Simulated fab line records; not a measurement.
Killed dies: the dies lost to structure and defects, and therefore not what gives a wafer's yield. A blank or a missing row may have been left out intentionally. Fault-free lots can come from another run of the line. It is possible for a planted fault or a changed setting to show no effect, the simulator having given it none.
fab line records ; flow nand-harc ; part 2 of 2: steps 26 to 37 of 37
record lots=5; wafers=15; last-day=33
route steps=1302 shown P_M1@316 P_M2@318 P_BONDPAD@351
lots that met no fault: taken from a fault-free run of the same line
start-h: the number of hours between the record's first day and the start of the first shown wafer of the lot ; wait-h: time in hours since the lot's previous step ; " same as the row above ; L1.1+2: several wafers, shown together as one row ; - no value, or no start was given ; * or withheld: withheld ; < > ~ a bound
route shown NAME@n: a module of which the file shows steps, and the number in the route of the first ; usual: mean and standard deviation over wafers with no fault ; same: alike in all rows ; chamber/n: place in a boat ; sites: each site's reading ; _std_site: the values' standard deviation ; _edge_site: inner sites' mean taken away from outer sites' mean ; radius-mm: how far each site lies from the wafer's centre ; mask NAME#n: copy n ; behind: the last tool/chamber to shape the wafer ; hold: cause of the lot's hold/its duration in hours/its outcome ; device: names the non-switching transistor (n, p or np) ; end of line: the same wafers' tests at the end of the route ; for a step that has no rows: nothing shown but its recipe ; killed: dies lost to structure and defects at the first sort, not the wafer's yield ; map: a wafer's dies, marking killed ones x, the rest . and places with no die _
set.NAME: the setting as run; set.NAME@STEP: as run at that earlier step ; model.NAME: the simulator's own value behind a step, which no gauge read
lots at selected steps of the route; one table per step, one row per wafer
services: when a tool's chamber went out of use (start-h, in hours from the record's first day, below 0 if earlier), for how many hours, and the reason
## steps
# step NHARC_P_M2_PVD_21
# recipe target-thk-a=300; chamber-pressure-pa=5; power-w=5000; substrate-temp-c=30; time-s=20.49; material=Cu
# usual throttle-valve-pct=29.9/0.99
lot.wafer;tool;chamber;start-h;wait-h;throttle-valve-pct
L079.1;pvd-sputter-03;-;-;-;29.2
L079.3;pvd-sputter-03;-;-;-;30.5
L079.5;pvd-sputter-03;-;-;-;29.1
L080.1;pvd-sputter-03;-;-;-;30.4
L080.2;pvd-sputter-03;-;-;-;29.9
L080.6;pvd-sputter-03;-;-;-;30.5
L090.2;pvd-sputter-03;-;-;-;30.4
L090.4;pvd-sputter-03;-;-;-;29.2
L090.5;pvd-sputter-03;-;-;-;30.5
L093.2;pvd-sputter-02;-;-;-;30.3
L093.4;pvd-sputter-02;-;-;-;30.4
L093.5;pvd-sputter-02;-;-;-;30.0
L096.1;pvd-sputter-01;-;-;-;30.7
L096.3;pvd-sputter-01;-;-;-;30.9
L096.5;pvd-sputter-01;-;-;-;30.4
# step NHARC_P_M2_ECD_22
# recipe target-thk-a=4000; bath-temp-c=25; material=Cu
lot.wafer;tool;chamber;start-h;wait-h
L079.1+3+5;ecd-cu-01;1,0,0;187.64;-
L080.2+1+6;ecd-cu-01;1,0,1;189.64;-
L090.2+4+5;ecd-cu-01;1,1,0;288.25;-
L093.2+4+5;ecd-cu-02;0,1,0;323.62;-
L096.1+3+5;ecd-cu-02;1,0,0;356.58;-
# step NHARC_P_M2_ANNEAL_31
# recipe temp-c=225; time-s=90
# usual wafer_temp_C_max=226.4/0.33
lot.wafer;tool;chamber;start-h;wait-h;wafer_temp_C_max
L079.1;rtp-anneal-02;0;188.02;-;226.1
L079.3;rtp-anneal-02;0;188.02;-;226.2
L079.5;rtp-anneal-02;0;188.02;-;225.6
L080.1;rtp-anneal-01;0;190.02;0.3;226.5
L080.2;rtp-anneal-01;0;190.02;0.3;226.6
L080.6;rtp-anneal-01;0;190.02;0.3;227.1
L090.2;rtp-anneal-01;0;288.68;0.4;227.0
L090.4;rtp-anneal-01;0;288.68;0.4;226.7
L090.5;rtp-anneal-01;0;288.68;0.4;227.3
L093.2;rtp-anneal-02;0;324.00;-;226.2
L093.4;rtp-anneal-02;0;324.00;-;226.2
L093.5;rtp-anneal-02;0;324.00;-;226.8
L096.1;rtp-anneal-02;0;356.91;0.3;225.9
L096.3;rtp-anneal-02;0;356.91;0.3;226.1
L096.5;rtp-anneal-02;0;356.91;0.3;226.4
# step NHARC_P_M2_CMP_23
# recipe t-overpolish-s=20; target-thk-nm=144.3
# usual motor-current-A=11.8/1.2; time-to-endpoint-s=27/3.7
lot.wafer;tool;chamber;start-h;wait-h;motor-current-A;time-to-endpoint-s
L079.1;cmp-03;1;188.42;-;12.1;25
L079.3;cmp-03;2;188.42;-;9.3;32
L079.5;cmp-03;3;188.42;-;10.9;22
L080.1;cmp-02;2;190.38;-;13.5;27
L080.2;cmp-02;3;190.38;-;13.5;27
L080.6;cmp-02;1;190.38;-;14.5;27
L090.2;cmp-01;3;288.98;-;13.1;28
L090.4;cmp-01;0;288.98;-;11.4;29
L090.5;cmp-01;0;288.98;-;10.7;33
L093.4;cmp-03;0;324.29;-;11.4;26
L093.2;cmp-03;3;324.29;-;11.8;23
L093.5;cmp-03;1;324.29;-;12.2;24
L096.1;cmp-02;0;357.28;-;12.8;31
L096.3;cmp-02;2;357.28;-;13.7;27
L096.5;cmp-02;0;357.28;-;12.6;31
# step NHARC_P_M2_THK_MEAS_24
# recipe thk-meas-gauge=xrf
# usual thk-nm=143.9/1.9
lot.wafer;tool;chamber;start-h;wait-h;thk-nm
L079.1;film-metro-01;-;188.68;-;140.7
L079.3;film-metro-01;-;188.68;-;145.6
L079.5;film-metro-01;-;188.68;-;143.2
L080.1;film-metro-02;-;190.67;-;143.1
L080.2;film-metro-02;-;190.67;-;144.5
L080.6;film-metro-02;-;190.67;-;143.4
L090.2;film-metro-02;-;289.29;-;146.5
L090.4;film-metro-02;-;289.29;-;148.1
L090.5;film-metro-02;-;289.29;-;146.4
L093.2;film-metro-01;-;324.61;-;141.5
L093.4;film-metro-01;-;324.61;-;142.3
L093.5;film-metro-01;-;324.61;-;142.6
L096.1;film-metro-02;-;357.57;-;146.6
L096.3;film-metro-02;-;357.57;-;143.4
L096.5;film-metro-02;-;357.57;-;146.1
# step NHARC_P_M2_SRD_25
lot.wafer;tool;chamber;start-h;wait-h
L079.5+3+1;wet-bench-10;5,0,2;188.72;0.0
L080.2+1+6;wet-bench-10;3,4,6;190.71;0.0
L090.2+4+5;wet-bench-10;4,7,1;289.33;0.0
L093.4+5+2;wet-bench-10;7,3,4;324.65;0.0
L096.5+3+1;wet-bench-08;6,7,2;357.61;0.0
# step NHARC_P_M2_INSPECT_27
# usual raw-defect-count=312/100
lot.wafer;tool;chamber;start-h;wait-h;raw-defect-count
L079.1;defect-inspect-02;-;188.84;0.0;471
L079.3;defect-inspect-02;-;188.84;0.0;503
L079.5;defect-inspect-02;-;188.84;0.0;302
L080.1;defect-inspect-01;-;190.83;0.0;291
L080.2;defect-inspect-01;-;190.83;0.0;273
L080.6;defect-inspect-01;-;190.83;0.0;428
L090.2;defect-inspect-02;-;289.46;0.0;225
L090.4;defect-inspect-02;-;289.46;0.0;401
L090.5;defect-inspect-02;-;289.46;0.0;356
L093.2;defect-inspect-01;-;324.77;0.0;222
L093.4;defect-inspect-01;-;324.77;0.0;155
L093.5;defect-inspect-01;-;324.77;0.0;191
L096.1;defect-inspect-02;-;357.73;0.0;243
L096.3;defect-inspect-02;-;357.73;0.0;317
L096.5;defect-inspect-02;-;357.73;0.0;169
# step NHARC_P_M2_PRE_CLEAN_32
# recipe time-s=12; temp-c=370; rf-power-w=300; gas=NH3
# usual heater-power-w=659/99
lot.wafer;tool;chamber;start-h;wait-h;heater-power-w
L079.1;pecvd-04;0;188.90;0.1;768
L079.3;pecvd-04;1;188.90;0.1;487
L079.5;pecvd-04;2;188.90;0.1;603
L080.1;pecvd-02;1;190.90;0.1;658
L080.2;pecvd-02;0;190.90;0.1;522
L080.6;pecvd-02;0;190.90;0.1;528
L090.2;pecvd-02;2;289.56;0.1;847
L090.4;pecvd-02;0;289.56;0.1;458
L090.5;pecvd-02;1;289.56;0.1;642
L093.2;pecvd-03;0;324.83;0.1;561
L093.4;pecvd-03;0;324.83;0.1;564
L093.5;pecvd-03;2;324.83;0.1;672
L096.1;pecvd-02;1;357.81;0.1;714
L096.3;pecvd-02;2;357.81;0.1;757
L096.5;pecvd-02;1;357.81;0.1;711
# step NHARC_P_M2_DEP_33
# recipe target-thk-a=300; temp-c=370; target-thk-nm=30; pressure-torr=3; flow-sccm=200; rf-w=450; material=SiCN
# usual heater-power-w=608/97
lot.wafer;tool;chamber;start-h;wait-h;heater-power-w
L079.1;pecvd-04;0;188.98;0.1;615
L079.3;pecvd-04;1;188.98;0.1;410
L079.5;pecvd-04;2;188.98;0.1;585
L080.1;pecvd-02;1;190.97;0.1;601
L080.2;pecvd-02;0;190.97;0.1;473
L080.6;pecvd-02;0;190.97;0.1;471
L090.2;pecvd-02;2;289.70;0.1;758
L090.4;pecvd-02;0;289.70;0.1;493
L090.5;pecvd-02;1;289.70;0.1;693
L093.2;pecvd-03;0;324.91;0.1;550
L093.4;pecvd-03;0;324.91;0.1;524
L093.5;pecvd-03;2;324.91;0.1;611
L096.1;pecvd-02;1;357.98;0.1;617
L096.3;pecvd-02;2;357.98;0.1;731
L096.5;pecvd-02;1;357.98;0.1;617
# step NHARC_P_BONDPAD_DEP_00
# recipe target-thk-a=2500; temp-c=370; target-thk-nm=250; pressure-torr=3; flow-sccm=200; rf-w=450; material=SiCN
# usual heater-power-w=613/100
lot.wafer;tool;chamber;start-h;wait-h;heater-power-w
L079.1;pecvd-02;1;189.40;-;667
L079.3;pecvd-02;0;189.40;-;396
L079.5;pecvd-02;0;189.40;-;410
L080.2;pecvd-02;0;-;-;494
L080.1;pecvd-02;2;-;-;804
L080.6;pecvd-02;0;-;-;493
L090.2;pecvd-02;2;-;-;727
L090.5;pecvd-02;0;-;-;401
L090.4;pecvd-02;2;-;-;749
L093.2;pecvd-02;2;325.38;-;668
L093.4;pecvd-02;1;325.38;-;626
L093.5;pecvd-02;0;325.38;-;452
L096.3;pecvd-03;1;358.45;0.3;630
L096.1;pecvd-03;2;358.45;0.3;673
L096.5;pecvd-03;0;358.45;0.3;600
# step NHARC_P_BONDPAD_CMP_32
# recipe target-thk-nm=200; material=SiCN
# usual motor-current-A=12.3/1.5
lot.wafer;tool;chamber;start-h;wait-h;motor-current-A
L079.1;cmp-04;0;189.81;-;15.1
L079.3;cmp-04;3;189.81;-;11.5
L079.5;cmp-04;1;189.81;-;13.8
L080.2;cmp-01;3;191.78;-;13.8
L080.1;cmp-01;2;191.78;-;10.9
L080.6;cmp-01;0;191.78;-;11.2
L090.4;cmp-01;1;290.43;-;12.1
L090.2;cmp-01;2;290.43;-;11.0
L090.5;cmp-01;0;290.43;-;11.4
L093.4;cmp-04;1;325.76;-;12.7
L093.2;cmp-04;2;325.76;-;11.0
L093.5;cmp-04;0;325.76;-;15.9
L096.1;cmp-04;1;358.86;-;13.6
L096.3;cmp-04;2;358.86;-;11.1
L096.5;cmp-04;1;358.86;-;13.7
# step NHARC_P_BONDPAD_THK_MEAS_33
# recipe thk-meas-gauge=ellipsometry
# usual thk-nm=200.3/1.6
lot.wafer;tool;chamber;start-h;wait-h;thk-nm
L079.1;film-metro-02;-;190.05;0.2;201.4
L079.3;film-metro-02;-;190.05;0.2;199.8
L079.5;film-metro-02;-;190.05;0.2;199.2
L080.1;film-metro-02;-;192.03;0.2;201.0
L080.2;film-metro-02;-;192.03;0.2;201.4
L080.6;film-metro-02;-;192.03;0.2;202.4
L090.2;film-metro-02;-;290.66;0.2;200.4
L090.4;film-metro-02;-;290.66;0.2;198.7
L090.5;film-metro-02;-;290.66;0.2;199.8
L093.2;film-metro-02;-;325.99;0.2;199.7
L093.4;film-metro-02;-;325.99;0.2;200.1
L093.5;film-metro-02;-;325.99;0.2;202.4
L096.1;film-metro-02;-;359.11;0.2;201.4
L096.3;film-metro-02;-;359.11;0.2;197.6
L096.5;film-metro-02;-;359.11;0.2;199.8
## services
tool;chamber;start-h;hours;kind
rie-diel-13;-;165.00;9.0;pm
pvd-sputter-03;-;165.68;2.6;repair
pvd-sputter-03;-;170.03;10.0;pm
rie-diel-13;2;174.04;6.2;repair
pecvd-03;1;178.62;7.4;repair
litho-track-06;-;179.00;7.0;pm
pecvd-03;-;185.09;13.0;pm
litho-track-04;-;203.00;7.0;pm
rie-diel-13;0;218.81;4.9;repair
rie-diel-13;2;225.51;2.4;repair
pecvd-02;-;227.00;13.0;pm
rie-diel-13;2;230.21;2.5;repair
pvd-sputter-03;-;244.05;7.5;repair
pvd-sputter-03;-;252.58;5.7;repair
pecvd-04;-;269.12;13.0;pm
rie-diel-13;2;297.28;2.0;repair
pecvd-04;-;297.92;3.2;repair
wet-bench-10;-;311.20;8.0;pm
litho-track-01;-;330.00;7.0;pm
rie-diel-13;-;342.00;9.0;pm
pvd-sputter-03;-;348.03;10.0;pm
pecvd-04;1;348.25;4.9;repair
litho-track-06;-;354.00;7.0;pm
pecvd-02;0;356.47;15.9;repair
